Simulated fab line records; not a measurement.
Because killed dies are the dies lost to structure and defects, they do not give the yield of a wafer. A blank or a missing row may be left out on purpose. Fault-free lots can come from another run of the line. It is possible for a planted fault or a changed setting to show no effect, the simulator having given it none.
Which tool did it? :: flow n5 finfet :: 24 lots with 72 wafers sampled at 5 steps, on a route of 1938 steps

WHAT THE GAUGES SHOWED, per wafer
N5_BEOL_M4_THK_MEAS_01. Usual: M4_ILD_THK typically reads 78.6 nm, with standard deviation 1.1.
lot: L075
measured: day 7 08:25
on: film metro-01
M4_ILD_THK (nm): 77.2 78.3 79.2
flag: 

lot: L074
measured: day 7 09:42
on: film metro-01
M4_ILD_THK (nm): 77.0 78.3 79.1
flag: 

lot: L076
measured: day 7 14:28
on: film metro-01
M4_ILD_THK (nm): 78.9 80.8 80.3
flag: 

lot: L077
measured: day 8 07:44
on: film metro-01
M4_ILD_THK (nm): 77.0 77.4 77.6
flag: 

lot: L078
measured: day 8 10:08
on: film metro-02
M4_ILD_THK (nm): 77.7 77.4 78.3
flag: 

lot: L079
measured: day 8 15:05
on: film metro-01
M4_ILD_THK (nm): 78.5 78.5 77.5
flag: 

lot: L080
measured: day 8 22:31
on: film metro-01
M4_ILD_THK (nm): 77.7 78.0 79.6
flag: 

lot: L081
measured: day 9 08:55
on: film metro-01
M4_ILD_THK (nm): 76.0 76.3 77.3
flag: 

lot: L083
measured: day 9 14:56
on: film metro-01
M4_ILD_THK (nm): 77.9 79.5 79.6
flag: 

lot: L082
measured: day 9 13:02
on: film metro-02
M4_ILD_THK (nm): 78.1 80.3 79.3
flag: 

lot: L084
measured: day 9 17:37
on: film metro-02
M4_ILD_THK (nm): 77.1 78.3 79.8
flag: 

lot: L086
measured: day 10 05:39
on: film metro-01
M4_ILD_THK (nm): 77.2 77.6 79.4
flag: 

lot: L087
measured: day 10 13:37
on: film metro-02
M4_ILD_THK (nm): 77.8 78.2 79.2
flag: 

lot: L085
measured: day 10 16:31
on: film metro-01
M4_ILD_THK (nm): 77.4 80.0 80.7
flag: 

lot: L088
measured: day 10 19:02
on: film metro-01
M4_ILD_THK (nm): 78.2 78.3 78.8
flag: 

lot: L089
measured: day 11 06:06
on: film metro-01
M4_ILD_THK (nm): 79.8 79.6 80.7
flag: 

lot: L090
measured: day 11 07:33
on: film metro-02
M4_ILD_THK (nm): 78.0 79.5 79.8
flag: 

lot: L091
measured: day 11 16:22
on: film metro-01
M4_ILD_THK (nm): 79.6 79.2 79.8
flag: 

lot: L093
measured: day 12 06:28
on: film metro-02
M4_ILD_THK (nm): 79.2 79.2 79.9
flag: 

lot: L092
measured: day 12 18:30
on: film metro-02
M4_ILD_THK (nm): 77.5 76.6 77.6
flag: 

lot: L094
measured: day 12 17:49
on: film metro-01
M4_ILD_THK (nm): 78.4 79.8 80.4
flag: 

lot: L095
measured: day 13 02:30
on: film metro-02
M4_ILD_THK (nm): 78.8 80.3 79.9
flag: 

lot: L096
measured: day 13 14:52
on: film metro-01
M4_ILD_THK (nm): 78.9 79.9 79.0
flag: 

lot: L097
measured: day 13 21:47
on: film metro-02
M4_ILD_THK (nm): 79.3 78.8 79.6
flag: 

TOOL THAT RAN EACH LOT (tool first, then ch and the chambers of the sampled wafers, then the start)
lot: L075
N5_BEOL_M3_VIA_ETCH_34: rie diel-01 ch 1,3, day 7 03:32
N5_BEOL_M3_DEGAS_44: pvd sputter-01, day 7 04:11
N5_BEOL_M3_SPUTTER_48: pvd sputter-02, day 7 05:00
N5_BEOL_M3_ANNEAL_87: pvd sputter-02, day 7 05:44

lot: L074
N5_BEOL_M3_VIA_ETCH_34: rie diel-02 ch 0,3, day 7 03:35
N5_BEOL_M3_DEGAS_44: pvd sputter-02, day 7 04:16
N5_BEOL_M3_SPUTTER_48: pvd sputter-01, day 7 06:29
N5_BEOL_M3_ANNEAL_87: pvd sputter-01, day 7 07:14

lot: L076
N5_BEOL_M3_VIA_ETCH_34: rie diel-01 ch 1,2,3, day 7 09:41
N5_BEOL_M3_DEGAS_44: pvd sputter-02, day 7 10:25
N5_BEOL_M3_SPUTTER_48: pvd sputter-02, day 7 11:31
N5_BEOL_M3_ANNEAL_87: pvd sputter-02, day 7 12:15

lot: L077
N5_BEOL_M3_VIA_ETCH_34: rie diel-01 ch 0,1,2, day 8 02:18
N5_BEOL_M3_DEGAS_44: pvd sputter-01, day 8 02:57
N5_BEOL_M3_SPUTTER_48: pvd sputter-02, day 8 04:25
N5_BEOL_M3_ANNEAL_87: pvd sputter-02, day 8 05:10

lot: L078
N5_BEOL_M3_VIA_ETCH_34: rie diel-02 ch 0,1,2, day 8 06:00
N5_BEOL_M3_DEGAS_44: pvd sputter-01, day 8 06:29
N5_BEOL_M3_SPUTTER_48: pvd sputter-01, day 8 07:13
N5_BEOL_M3_ANNEAL_87: pvd sputter-01, day 8 07:57

lot: L079
N5_BEOL_M3_VIA_ETCH_34: rie diel-01 ch 1,2,3, day 8 10:47
N5_BEOL_M3_DEGAS_44: pvd sputter-02, day 8 11:34
N5_BEOL_M3_SPUTTER_48: pvd sputter-02, day 8 12:08
N5_BEOL_M3_ANNEAL_87: pvd sputter-02, day 8 12:53

lot: L080
N5_BEOL_M3_VIA_ETCH_34: rie diel-03 ch 0,1, day 8 17:56
N5_BEOL_M3_DEGAS_44: pvd sputter-01, day 8 18:50
N5_BEOL_M3_SPUTTER_48: pvd sputter-02, day 8 19:35
N5_BEOL_M3_ANNEAL_87: pvd sputter-02, day 8 20:19

lot: L081
N5_BEOL_M3_VIA_ETCH_34: rie diel-01 ch 0,2,3, day 9 03:46
N5_BEOL_M3_DEGAS_44: pvd sputter-03, day 9 04:37
N5_BEOL_M3_SPUTTER_48: pvd sputter-03, day 9 05:22
N5_BEOL_M3_ANNEAL_87: pvd sputter-03, day 9 06:06

lot: L083
N5_BEOL_M3_VIA_ETCH_34: rie diel-01 ch 0,3, day 9 06:27
N5_BEOL_M3_DEGAS_44: pvd sputter-03, day 9 07:14
N5_BEOL_M3_SPUTTER_48: pvd sputter-02, day 9 08:05
N5_BEOL_M3_ANNEAL_87: pvd sputter-02, day 9 08:50

lot: L082
N5_BEOL_M3_VIA_ETCH_34: rie diel-01 ch 0,1,3, day 9 06:49
N5_BEOL_M3_DEGAS_44: pvd sputter-03, day 9 07:24
N5_BEOL_M3_SPUTTER_48: pvd sputter-01, day 9 10:04
N5_BEOL_M3_ANNEAL_87: pvd sputter-01, day 9 10:49

lot: L084
N5_BEOL_M3_VIA_ETCH_34: rie diel-01 ch 0,1,3, day 9 13:26
N5_BEOL_M3_DEGAS_44: pvd sputter-03, day 9 14:01
N5_BEOL_M3_SPUTTER_48: pvd sputter-03, day 9 14:35
N5_BEOL_M3_ANNEAL_87: pvd sputter-03, day 9 15:20

lot: L086
N5_BEOL_M3_VIA_ETCH_34: rie diel-01 ch 0,1,3, day 10 00:36
N5_BEOL_M3_DEGAS_44: pvd sputter-02, day 10 01:20
N5_BEOL_M3_SPUTTER_48: pvd sputter-01, day 10 02:43
N5_BEOL_M3_ANNEAL_87: pvd sputter-01, day 10 03:27

lot: L087
N5_BEOL_M3_VIA_ETCH_34: rie diel-02 ch 0,1,2, day 10 07:51
N5_BEOL_M3_DEGAS_44: pvd sputter-03, day 10 09:28
N5_BEOL_M3_SPUTTER_48: pvd sputter-03, day 10 10:23
N5_BEOL_M3_ANNEAL_87: pvd sputter-03, day 10 11:08

lot: L085
N5_BEOL_M3_VIA_ETCH_34: rie diel-03 ch 1,2, day 10 11:54
N5_BEOL_M3_DEGAS_44: pvd sputter-03, day 10 12:47
N5_BEOL_M3_SPUTTER_48: pvd sputter-01, day 10 13:34
N5_BEOL_M3_ANNEAL_87: pvd sputter-01, day 10 14:19

lot: L088
N5_BEOL_M3_VIA_ETCH_34: rie diel-03 ch 1,2,3, day 10 14:48
N5_BEOL_M3_DEGAS_44: pvd sputter-01, day 10 15:25
N5_BEOL_M3_SPUTTER_48: pvd sputter-03, day 10 16:05
N5_BEOL_M3_ANNEAL_87: pvd sputter-03, day 10 16:50

lot: L089
N5_BEOL_M3_VIA_ETCH_34: rie diel-01 ch 0,1, day 11 00:56
N5_BEOL_M3_DEGAS_44: pvd sputter-03, day 11 02:03
N5_BEOL_M3_SPUTTER_48: pvd sputter-02, day 11 02:53
N5_BEOL_M3_ANNEAL_87: pvd sputter-02, day 11 03:38

lot: L090
N5_BEOL_M3_VIA_ETCH_34: rie diel-01 ch 1,3, day 11 03:14
N5_BEOL_M3_DEGAS_44: pvd sputter-01, day 11 03:47
N5_BEOL_M3_SPUTTER_48: pvd sputter-01, day 11 04:33
N5_BEOL_M3_ANNEAL_87: pvd sputter-01, day 11 05:17

lot: L091
N5_BEOL_M3_VIA_ETCH_34: rie diel-01 ch 0,3, day 11 11:53
N5_BEOL_M3_DEGAS_44: pvd sputter-03, day 11 12:31
N5_BEOL_M3_SPUTTER_48: pvd sputter-01, day 11 13:22
N5_BEOL_M3_ANNEAL_87: pvd sputter-01, day 11 14:07

lot: L093
N5_BEOL_M3_VIA_ETCH_34: rie diel-03 ch 0,3, day 12 01:19
N5_BEOL_M3_DEGAS_44: pvd sputter-03, day 12 02:00
N5_BEOL_M3_SPUTTER_48: pvd sputter-03, day 12 02:38
N5_BEOL_M3_ANNEAL_87: pvd sputter-03, day 12 03:23

lot: L092
N5_BEOL_M3_VIA_ETCH_34: rie diel-03 ch 2,3, day 12 13:43
N5_BEOL_M3_DEGAS_44: pvd sputter-03, day 12 14:19
N5_BEOL_M3_SPUTTER_48: pvd sputter-02, day 12 15:34
N5_BEOL_M3_ANNEAL_87: pvd sputter-02, day 12 16:18

lot: L094
N5_BEOL_M3_VIA_ETCH_34: rie diel-01 ch 0,2,3, day 12 13:43
N5_BEOL_M3_DEGAS_44: pvd sputter-03, day 12 14:14
N5_BEOL_M3_SPUTTER_48: pvd sputter-01, day 12 14:53
N5_BEOL_M3_ANNEAL_87: pvd sputter-01, day 12 15:37

lot: L095
N5_BEOL_M3_VIA_ETCH_34: rie diel-03 ch 1,2,3, day 12 20:56
N5_BEOL_M3_DEGAS_44: pvd sputter-01, day 12 21:45
N5_BEOL_M3_SPUTTER_48: pvd sputter-03, day 12 23:32
N5_BEOL_M3_ANNEAL_87: pvd sputter-03, day 13 00:16

lot: L096
N5_BEOL_M3_VIA_ETCH_34: rie diel-03 ch 0,1,3, day 13 10:12
N5_BEOL_M3_DEGAS_44: pvd sputter-01, day 13 11:03
N5_BEOL_M3_SPUTTER_48: pvd sputter-03, day 13 11:53
N5_BEOL_M3_ANNEAL_87: pvd sputter-03, day 13 12:37

lot: L097
N5_BEOL_M3_VIA_ETCH_34: rie diel-01 ch 1,2, day 13 16:50
N5_BEOL_M3_DEGAS_44: pvd sputter-03, day 13 18:07
N5_BEOL_M3_SPUTTER_48: pvd sputter-03, day 13 18:51
N5_BEOL_M3_ANNEAL_87: pvd sputter-03, day 13 19:35
- N5_BEOL_M3_VIA_ETCH_34: etches the open film in C4F6/O2, target depth 69.4 nm, time 65.9 s.
- N5_BEOL_M3_DEGAS_44: time 60 s.
- N5_BEOL_M3_SPUTTER_48: material Cu, target thk 4.5 nm, time 8.29 s.
- N5_BEOL_M3_ANNEAL_87: time 240 s.

AS READ BY THE TOOLS THEMSELVES (means over the sampled wafers that have a number; for cases with no such wafer, the mark the record gives instead)
N5_BEOL_M3_VIA_ETCH_34. Usual: O2_flow_sccm 10.004 sccm, standard deviation 0.029; drypump motor current A 5.9 A, standard deviation 0.54; oes_ar_750_au 0.77 a.u., standard deviation 0.097; oes product au 0.77 a.u., standard deviation 0.097; rf vpp V 670 V, standard deviation 31; showerhead plenum p Torr 2.84 Torr, standard deviation 0.1; throttle valve pct 30.8 %, standard deviation 0.34.
lot: L075
tool: rie diel-01
O2_flow_sccm (sccm): 9.973
drypump motor current A (A): 6.6
oes_ar_750_au (a.u.): 0.72
oes product au (a.u.): 0.73
rf vpp V (V): 685
showerhead plenum p Torr (Torr): 2.88
throttle valve pct (%): 30.8
flag: 

lot: L074
tool: rie diel-02
O2_flow_sccm (sccm): 9.987
drypump motor current A (A): 5.3
oes_ar_750_au (a.u.): 0.86
oes product au (a.u.): 0.87
rf vpp V (V): 665
showerhead plenum p Torr (Torr): 2.87
throttle valve pct (%): 30.9
flag: 

lot: L076
tool: rie diel-01
O2_flow_sccm (sccm): 10.015
drypump motor current A (A): 6.3
oes_ar_750_au (a.u.): 0.71
oes product au (a.u.): 0.72
rf vpp V (V): 681
showerhead plenum p Torr (Torr): 2.82
throttle valve pct (%): 30.8
flag: 

lot: L077
tool: rie diel-01
O2_flow_sccm (sccm): 9.980
drypump motor current A (A): 6.0
oes_ar_750_au (a.u.): 0.77
oes product au (a.u.): 0.77
rf vpp V (V): 664
showerhead plenum p Torr (Torr): 2.80
throttle valve pct (%): 30.6
flag: 

lot: L078
tool: rie diel-02
O2_flow_sccm (sccm): 9.985
drypump motor current A (A): 5.7
oes_ar_750_au (a.u.): 0.76
oes product au (a.u.): 0.77
rf vpp V (V): 673
showerhead plenum p Torr (Torr): 2.77
throttle valve pct (%): 30.7
flag: 

lot: L079
tool: rie diel-01
O2_flow_sccm (sccm): 10.014
drypump motor current A (A): 6.3
oes_ar_750_au (a.u.): 0.71
oes product au (a.u.): 0.71
rf vpp V (V): 680
showerhead plenum p Torr (Torr): 2.82
throttle valve pct (%): 30.8
flag: 

lot: L080
tool: rie diel-03
O2_flow_sccm (sccm): 9.984
drypump motor current A (A): 5.7
oes_ar_750_au (a.u.): 0.74
oes product au (a.u.): 0.73
rf vpp V (V): 651
showerhead plenum p Torr (Torr): 2.87
throttle valve pct (%): 31.3
flag: 

lot: L081
tool: rie diel-01
O2_flow_sccm (sccm): 9.986
drypump motor current A (A): 6.0
oes_ar_750_au (a.u.): 0.77
oes product au (a.u.): 0.77
rf vpp V (V): 696
showerhead plenum p Torr (Torr): 2.88
throttle valve pct (%): 30.8
flag: 

lot: L083
tool: rie diel-01
O2_flow_sccm (sccm): 9.996
drypump motor current A (A): 5.9
oes_ar_750_au (a.u.): 0.82
oes product au (a.u.): 0.83
rf vpp V (V): 683
showerhead plenum p Torr (Torr): 2.91
throttle valve pct (%): 30.5
flag: 

lot: L082
tool: rie diel-01
O2_flow_sccm (sccm): 9.987
drypump motor current A (A): 6.3
oes_ar_750_au (a.u.): 0.77
oes product au (a.u.): 0.76
rf vpp V (V): 668
showerhead plenum p Torr (Torr): 2.85
throttle valve pct (%): 30.6
flag: 

lot: L084
tool: rie diel-01
O2_flow_sccm (sccm): 10.006
drypump motor current A (A): 6.3
oes_ar_750_au (a.u.): 0.77
oes product au (a.u.): 0.76
rf vpp V (V): 669
showerhead plenum p Torr (Torr): 2.85
throttle valve pct (%): 30.6
flag: 

lot: L086
tool: rie diel-01
O2_flow_sccm (sccm): 10.003
drypump motor current A (A): 6.2
oes_ar_750_au (a.u.): 0.76
oes product au (a.u.): 0.76
rf vpp V (V): 669
showerhead plenum p Torr (Torr): 2.84
throttle valve pct (%): 30.6
flag: 

lot: L087
tool: rie diel-02
O2_flow_sccm (sccm): 10.000
drypump motor current A (A): 5.7
oes_ar_750_au (a.u.): 0.75
oes product au (a.u.): 0.75
rf vpp V (V): 672
showerhead plenum p Torr (Torr): 2.77
throttle valve pct (%): 30.7
flag: 

lot: L085
tool: rie diel-03
O2_flow_sccm (sccm): 10.013
drypump motor current A (A): 5.6
oes_ar_750_au (a.u.): 0.72
oes product au (a.u.): 0.72
rf vpp V (V): 654
showerhead plenum p Torr (Torr): 2.78
throttle valve pct (%): 31.1
flag: 

lot: L088
tool: rie diel-03
O2_flow_sccm (sccm): 10.022
drypump motor current A (A): 5.4
oes_ar_750_au (a.u.): 0.71
oes product au (a.u.): 0.72
rf vpp V (V): 659
showerhead plenum p Torr (Torr): 2.80
throttle valve pct (%): 30.9
flag: 

lot: L089
tool: rie diel-01
O2_flow_sccm (sccm): 9.997
drypump motor current A (A): 6.2
oes_ar_750_au (a.u.): 0.75
oes product au (a.u.): 0.73
rf vpp V (V): 636
showerhead plenum p Torr (Torr): 2.76
throttle valve pct (%): 30.4
flag: 

lot: L090
tool: rie diel-01
O2_flow_sccm (sccm): 10.030
drypump motor current A (A): 6.6
oes_ar_750_au (a.u.): 0.70
oes product au (a.u.): 0.71
rf vpp V (V): 686
showerhead plenum p Torr (Torr): 2.87
throttle valve pct (%): 30.8
flag: 

lot: L091
tool: rie diel-01
O2_flow_sccm (sccm): 9.998
drypump motor current A (A): 6.3
oes_ar_750_au (a.u.): 0.75
oes product au (a.u.): 0.76
rf vpp V (V): 701
showerhead plenum p Torr (Torr): 2.92
throttle valve pct (%): 30.8
flag: 

lot: L093
tool: rie diel-03
O2_flow_sccm (sccm): 10.035
drypump motor current A (A): 5.3
oes_ar_750_au (a.u.): 0.71
oes product au (a.u.): 0.71
rf vpp V (V): 666
showerhead plenum p Torr (Torr): 2.83
throttle valve pct (%): 30.8
flag: 

lot: L092
tool: rie diel-03
O2_flow_sccm (sccm): 10.007
drypump motor current A (A): 5.1
oes_ar_750_au (a.u.): 0.81
oes product au (a.u.): 0.81
rf vpp V (V): 664
showerhead plenum p Torr (Torr): 2.82
throttle valve pct (%): 30.5
flag: 

lot: L094
tool: rie diel-01
O2_flow_sccm (sccm): 9.982
drypump motor current A (A): 6.0
oes_ar_750_au (a.u.): 0.84
oes product au (a.u.): 0.84
rf vpp V (V): 695
showerhead plenum p Torr (Torr): 2.87
throttle valve pct (%): 30.7
flag: 

lot: L095
tool: rie diel-03
O2_flow_sccm (sccm): 10.005
drypump motor current A (A): 5.3
oes_ar_750_au (a.u.): 0.80
oes product au (a.u.): 0.80
rf vpp V (V): 660
showerhead plenum p Torr (Torr): 2.79
throttle valve pct (%): 30.7
flag: 

lot: L096
tool: rie diel-03
O2_flow_sccm (sccm): 9.999
drypump motor current A (A): 5.4
oes_ar_750_au (a.u.): 0.81
oes product au (a.u.): 0.81
rf vpp V (V): 659
showerhead plenum p Torr (Torr): 2.80
throttle valve pct (%): 30.8
flag: 

lot: L097
tool: rie diel-01
O2_flow_sccm (sccm): 9.986
drypump motor current A (A): 6.3
oes_ar_750_au (a.u.): 0.98
oes product au (a.u.): 0.97
rf vpp V (V): 655
showerhead plenum p Torr (Torr): 2.95
throttle valve pct (%): 30.6
flag: 

N5_BEOL_M3_DEGAS_44. Usual: 328 W for heater power w, sd 27.
lot: L075
tool: pvd sputter-01
heater power w (W): 304
flag: 

lot: L074
tool: pvd sputter-02
heater power w (W): 352
flag: 

lot: L076
tool: pvd sputter-02
heater power w (W): 353
flag: 

lot: L077
tool: pvd sputter-01
heater power w (W): 321
flag: 

lot: L078
tool: pvd sputter-01
heater power w (W): 331
flag: 

lot: L079
tool: pvd sputter-02
heater power w (W): 346
flag: 

lot: L080
tool: pvd sputter-01
heater power w (W): 310
flag: 

lot: L081
tool: pvd sputter-03
heater power w (W): 337
flag: 

lot: L083
tool: pvd sputter-03
heater power w (W): 338
flag: 

lot: L082
tool: pvd sputter-03
heater power w (W): 333
flag: 

lot: L084
tool: pvd sputter-03
heater power w (W): 340
flag: 

lot: L086
tool: pvd sputter-02
heater power w (W): 331
flag: 

lot: L087
tool: pvd sputter-03
heater power w (W): 309
flag: 

lot: L085
tool: pvd sputter-03
heater power w (W): 349
flag: 

lot: L088
tool: pvd sputter-01
heater power w (W): 306
flag: 

lot: L089
tool: pvd sputter-03
heater power w (W): 314
flag: 

lot: L090
tool: pvd sputter-01
heater power w (W): 307
flag: 

lot: L091
tool: pvd sputter-03
heater power w (W): 335
flag: 

lot: L093
tool: pvd sputter-03
heater power w (W): 338
flag: 

lot: L092
tool: pvd sputter-03
heater power w (W): 322
flag: 

lot: L094
tool: pvd sputter-03
heater power w (W): 352
flag: 

lot: L095
tool: pvd sputter-01
heater power w (W): 305
flag: 

lot: L096
tool: pvd sputter-01
heater power w (W): 327
flag: 

lot: L097
tool: pvd sputter-03
heater power w (W): 316
flag: 

N5_BEOL_M3_SPUTTER_48. Usual: 29.8 % for throttle valve pct, sd 0.98.
lot: L075
tool: pvd sputter-02
throttle valve pct (%): 29.2
flag: 

lot: L074
tool: pvd sputter-01
throttle valve pct (%): 30.1
flag: 

lot: L076
tool: pvd sputter-02
throttle valve pct (%): 29.5
flag: 

lot: L077
tool: pvd sputter-02
throttle valve pct (%): 29.3
flag: 

lot: L078
tool: pvd sputter-01
throttle valve pct (%): 29.5
flag: 

lot: L079
tool: pvd sputter-02
throttle valve pct (%): 29.7
flag: 

lot: L080
tool: pvd sputter-02
throttle valve pct (%): 28.9
flag: 

lot: L081
tool: pvd sputter-03
throttle valve pct (%): 30.5
flag: 

lot: L083
tool: pvd sputter-02
throttle valve pct (%): 28.2
flag: 

lot: L082
tool: pvd sputter-01
throttle valve pct (%): 29.9
flag: 

lot: L084
tool: pvd sputter-03
throttle valve pct (%): 30.7
flag: 

lot: L086
tool: pvd sputter-01
throttle valve pct (%): 29.9
flag: 

lot: L087
tool: pvd sputter-03
throttle valve pct (%): 30.8
flag: 

lot: L085
tool: pvd sputter-01
throttle valve pct (%): 29.9
flag: 

lot: L088
tool: pvd sputter-03
throttle valve pct (%): 29.4
flag: 

lot: L089
tool: pvd sputter-02
throttle valve pct (%): 29.6
flag: 

lot: L090
tool: pvd sputter-01
throttle valve pct (%): 29.4
flag: 

lot: L091
tool: pvd sputter-01
throttle valve pct (%): 30.4
flag: 

lot: L093
tool: pvd sputter-03
throttle valve pct (%): 30.8
flag: 

lot: L092
tool: pvd sputter-02
throttle valve pct (%): 29.2
flag: 

lot: L094
tool: pvd sputter-01
throttle valve pct (%): 30.2
flag: 

lot: L095
tool: pvd sputter-03
throttle valve pct (%): 29.9
flag: 

lot: L096
tool: pvd sputter-03
throttle valve pct (%): 30.0
flag: 

lot: L097
tool: pvd sputter-03
throttle valve pct (%): 30.3
flag: 

N5_BEOL_M3_ANNEAL_87. Usual: 824 W for heater power w, sd 68.
lot: L075
tool: pvd sputter-02
heater power w (W): 861
flag: 

lot: L074
tool: pvd sputter-01
heater power w (W): 813
flag: 

lot: L076
tool: pvd sputter-02
heater power w (W): 916
flag: 

lot: L077
tool: pvd sputter-02
heater power w (W): 900
flag: 

lot: L078
tool: pvd sputter-01
heater power w (W): 756
flag: 

lot: L079
tool: pvd sputter-02
heater power w (W): 837
flag: 

lot: L080
tool: pvd sputter-02
heater power w (W): 878
flag: 

lot: L081
tool: pvd sputter-03
heater power w (W): 816
flag: 

lot: L083
tool: pvd sputter-02
heater power w (W): 855
flag: 

lot: L082
tool: pvd sputter-01
heater power w (W): 806
flag: 

lot: L084
tool: pvd sputter-03
heater power w (W): 803
flag: 

lot: L086
tool: pvd sputter-01
heater power w (W): 784
flag: 

lot: L087
tool: pvd sputter-03
heater power w (W): 804
flag: 

lot: L085
tool: pvd sputter-01
heater power w (W): 753
flag: 

lot: L088
tool: pvd sputter-03
heater power w (W): 845
flag: 

lot: L089
tool: pvd sputter-02
heater power w (W): 825
flag: 

lot: L090
tool: pvd sputter-01
heater power w (W): 787
flag: 

lot: L091
tool: pvd sputter-01
heater power w (W): 823
flag: 

lot: L093
tool: pvd sputter-03
heater power w (W): 785
flag: 

lot: L092
tool: pvd sputter-02
heater power w (W): 864
flag: 

lot: L094
tool: pvd sputter-01
heater power w (W): 810
flag: 

lot: L095
tool: pvd sputter-03
heater power w (W): 814
flag: 

lot: L096
tool: pvd sputter-03
heater power w (W): 836
flag: 

lot: L097
tool: pvd sputter-03
heater power w (W): 843
flag: 

THE ANSWER, worked out from the rows above alone
Rule: a lot counts as off when the mean over its wafers that have a number is more than 3 standard deviations away from the usual mean. A lot without any number at a reading at which 4 lots or more have one is off too. The other lots that the step has rows for count as sound. Order of review: gauges by route order, followed by the tools' own readings, for which a lot's mean as printed above is used. At the first step where some lot is off, the reading lying furthest off is the one used; lots without a number count as furthest.
Across all readings shown, no lot is off: no conclusion can be drawn from this.

WHAT WAS PUT IN BY THE SIMULATOR
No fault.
